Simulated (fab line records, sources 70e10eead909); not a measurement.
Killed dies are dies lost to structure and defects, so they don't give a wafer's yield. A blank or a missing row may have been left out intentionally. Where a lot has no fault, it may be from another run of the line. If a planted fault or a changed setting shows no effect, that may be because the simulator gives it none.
A lot that was struck, set against a sound lot    flow nand harc    14 steps out of a route of 1302
Sound: wafers L653.2, L653.3, L653.4. Struck: wafer L650.3. (L650.2, L650.6 of the same lot were not struck and are left out.) The cause comes at the end.
Per side, at each step with rows, come the tool, then ch with its chambers, and then its first start. Under that, the readings that differ: sound wafers    struck wafers    difference of the means    sigmas: that difference in standard deviations of wafers without a fault.
alike: words and numbers the same on both sides, and readings whose means are apart by under 2 such deviations; not compared: readings that were withheld, readings missing a value for some wafer, numbers with overlapping values and no deviation given by the record, and bounds like >300 which may hide the same value.
Wherever a step has rows on one side only, a row that says differs or no value, or a row with sigmas, the two part there. When numbers do not overlap yet have no deviation, they are printed without sigmas and do not part them. Lack of a reading on every wafer of one side parts them only where that side has two or more wafers.

first, 7 steps without rows for these wafers: NHARC_A_M1_COAT_34 (time 65 s); NHARC_A_M1_COAT_03 (resist thk 90 nm); NHARC_A_M1_SOFTBAKE_04 (time 55 s); NHARC_A_M1_EBR_05; NHARC_A_M1_EXPOSE_06 (exposes mask A M1, target cd 120 nm); NHARC_A_M1_PEB_07 (peb time 65 s); NHARC_A_M1_DEVELOP_08 (develop time 35 s).
NHARC_A_M1_CD_MEAS_09: the cd target is 120 nm.
  sound on cd sem-02 ch 0, day 30 10:57; struck on cd sem-01 ch 0, day 29 10:10
  alike: cd nm
NHARC_A_M1_OVL_MEAS_10: pitch 240 nm.
  sound: overlay-01 at day 30 11:02; struck: overlay-02 at day 29 10:15
  alike: overlay x nm, overlay y nm
NHARC_A_M1_INSPECT_11:
  sound: defect inspect-02 at day 30 11:04; struck: defect inspect-02 at day 29 10:17
  alike: raw defect count
NHARC_A_M1_DESCUM_14: chemistry O2, time 3 s.
  sound on rie diel-04 ch 0,2,3, day 30 11:08; struck on rie diel-03 ch 2, day 29 10:20
reading                 sound        struck  difference  sigmas
rf hours counter h (h)  7.7 9.9 9.5  1.7     -7.3        
  alike: drypump motor current A, oes product au, rf vpp V, showerhead plenum p Torr, throttle valve pct
NHARC_A_M1_ETCH_35: etches the open film in N2/H2, target depth 40 nm, overetch 12 nm, time 43.94 s.
  sound on rie diel-04 ch 0,2,3, day 30 11:13; struck on rie diel-03 ch 3, day 29 10:26
reading                          sound           struck  difference  sigmas
rf hours counter h (h)           7.7 9.9 9.5     1.7     -7.3        
showerhead plenum p Torr (Torr)  1.94 1.96 1.98  2.11    +0.15       +2
  alike: drypump motor current A, oes product au, rf vpp V, run length s, throttle valve pct
NHARC_A_M1_ETCH_15: etches the open film in C4F8/Ar, target depth 182.5 nm, time 91.2 s.
  sound on rie diel-04 ch 0,1,3, day 30 11:18; struck on rie diel-03 ch 3, day 29 10:31
reading                 sound              struck  difference  sigmas
rf hours counter h (h)  9.9 9.6 7.5        1.7     -7.3        
rf vpp V (V)            438.5 438.0 436.1  443.5   +6.0        +3
run length s (s)        112.5 112.4 113.5  102.2   -10.6       -27
  alike: oes product au
NHARC_A_M1_CD_MEAS_16:
  sound: cd sem-02 at day 30 11:26; struck: cd sem-02 at day 29 10:39
  alike: cd nm

## WHERE THEY PART
At NHARC_A_M1_ETCH_35 first; at NHARC_A_M1_ETCH_15 last (within this record only). Later steps at which nothing parts them and some readings are alike: NHARC_A_M1_CD_MEAS_16.

WHY: the cause the simulator had injected
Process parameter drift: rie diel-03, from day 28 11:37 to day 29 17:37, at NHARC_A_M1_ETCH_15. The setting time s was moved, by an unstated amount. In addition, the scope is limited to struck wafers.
